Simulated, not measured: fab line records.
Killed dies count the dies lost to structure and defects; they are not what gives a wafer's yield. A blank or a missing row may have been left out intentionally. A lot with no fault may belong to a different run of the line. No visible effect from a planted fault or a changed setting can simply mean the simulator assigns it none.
Chamber matching	flow nandHarc	cmp-01 running NHARC_A_CHANNEL_FILL_D2_CMP_10: 4 sister chambers
The step polishes, target thk 150 nm. 8 wafers are shown with their chamber, then 7 later ones without.

== WAFERS PAIRED WITH THEIR CHAMBERS ==
wafer	chamber	timeToEndpointS (s)	motorCurrentA (A)
L680.1	1	10.8	12.2
L680.5	2	14.7	12.3
L685.3	2	12.5	13.2
L685.6	1	11.7	12.6
L687.5	0	12.8	12.9
L687.6	3	13.6	12.4
L689.3	0	14.3	13.4
L689.4	3	12.8	12.3

== WAFERS WITHOUT THEIR CHAMBER ==
wafer	timeToEndpointS (s)	motorCurrentA (A)
L689.6	12.0	11.8
L698.4	18.3	12.7
L698.5	16.8	12.8
L698.6	16.6	12.6
L700.1	16.6	12.3
L700.3	15.9	12.8
L700.5	13.4	12.1

== THE CHAMBER EACH PASSED THROUGH ==
wafer	from the rows above	in truth
L689.6	can't be placed: 1 or 3 or 2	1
L698.4	can't be placed: 2 or 0 or 3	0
L698.5	can't be placed: 2 or 0 or 3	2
L698.6	can't be placed: 2 or 0 or 3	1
L700.1	can't be placed: 2 or 3 or 0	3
L700.3	can't be placed: 2 or 0 or 3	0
L700.5	can't be placed: 3 or 2 or 1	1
0 of 7 placed correctly. These rows do not allow placing 7 (true chamber among the candidates in 6). Number placed wrongly: 0.
How it was worked out, from the rows above alone: a wafer's distance from a chamber is the root of the sum, over the readings, of the square of ((its reading less the chamber's mean) divided by the reading's scatter). The wafer belongs to the nearest chamber; if the next one is less than 2 further off, it can't be placed. Each chamber's mean is taken over the wafers shown for it. The scatter: take each reading less its chamber's mean, square it, sum over the shown wafers, divide by the number of wafers less the number of chambers, and take the root.
